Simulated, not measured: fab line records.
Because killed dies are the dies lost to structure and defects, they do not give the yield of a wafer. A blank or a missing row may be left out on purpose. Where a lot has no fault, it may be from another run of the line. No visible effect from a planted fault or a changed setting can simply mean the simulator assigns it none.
Matching of chambers ; flow n5 finfet ; N5_BEOL_M6_CMP_52 on cmp-04: 4 sister chambers
The step polishes, stops on SiCOH lowk, t overpolish 6.9 s, target thk 80 nm. 20 wafers are shown with their chamber, then 10 later ones without.

WAFERS WITH THEIR CHAMBER
wafer;chamber;motor current A (A);barrier field endpoint s (s);time to endpoint s (s)
L075.1;3;5.6;29.4;63
L075.2;1;5.6;29.6;65
L075.4;0;5.4;28.6;63
L076.1;3;5.7;28.4;63
L076.3;0;5.6;28.1;63
L076.5;2;6.4;27.6;59
L081.1;0;5.5;28.9;63
L081.5;1;5.9;29.8;65
L081.6;0;5.5;28.9;61
L083.2;3;5.5;29.1;64
L083.4;2;6.1;28.5;58
L083.6;1;6.0;30.3;66
L085.2;3;5.5;29.5;66
L085.3;0;5.5;30.2;67
L085.6;1;5.9;30.6;68
L086.3;2;6.1;28.4;63
L086.4;1;5.8;29.3;68
L086.6;2;6.3;28.5;61
L090.2;0;5.6;28.8;60
L090.5;3;5.8;30.1;59

SIGNATURES (means of the wafers above)
reading;chamber 0;chamber 1;chamber 2;chamber 3;scatter within a chamber
motor current A;5.517;5.840;6.225;5.620;0.126
barrier field endpoint s;28.917;29.920;28.250;29.300;0.594
time to endpoint s;62.83;66.40;60.25;63.00;2.22
Rule: a wafer's distance from a chamber is the root of the sum, over the readings, of the square of ((its reading less the chamber's mean) divided by the reading's scatter). If the next closest chamber is less than 2 further off than the closest, the wafer can't be placed; otherwise it belongs to the closest. The scatter is the square root of a quotient: the sum, over the shown wafers, of each reading's squared deviation from its chamber's mean, divided by wafers minus chambers.

WAFERS WHOSE CHAMBER IS MISSING
wafer;motor current A (A);barrier field endpoint s (s);time to endpoint s (s)
L090.6;5.7;28.7;61
L091.1;6.2;27.9;56
L091.4;6.0;29.9;65
L091.5;6.0;27.6;55
L096.1;5.4;27.8;61
L096.4;5.9;28.5;59
L096.5;5.6;28.0;64
L097.2;5.4;28.1;63
L097.4;5.5;28.7;66
L097.5;6.2;28.2;58

WHICH CHAMBER EACH WENT THROUGH
wafer;from the rows above;in truth
L090.6;can't be placed: 3 or 0 or 1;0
L091.1;2;2
L091.4;can't be placed: 1 or 3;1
L091.5;2;2
L096.1;can't be placed: 0 or 3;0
L096.4;can't be placed: 2 or 3 or 0 or 1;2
L096.5;can't be placed: 0 or 3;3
L097.2;can't be placed: 0 or 3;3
L097.4;can't be placed: 0 or 3 or 1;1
L097.5;2;2
Placed correctly: 3 of 10. These rows do not allow placing 7 (true chamber among the candidates in 7). Wrongly placed: 0.
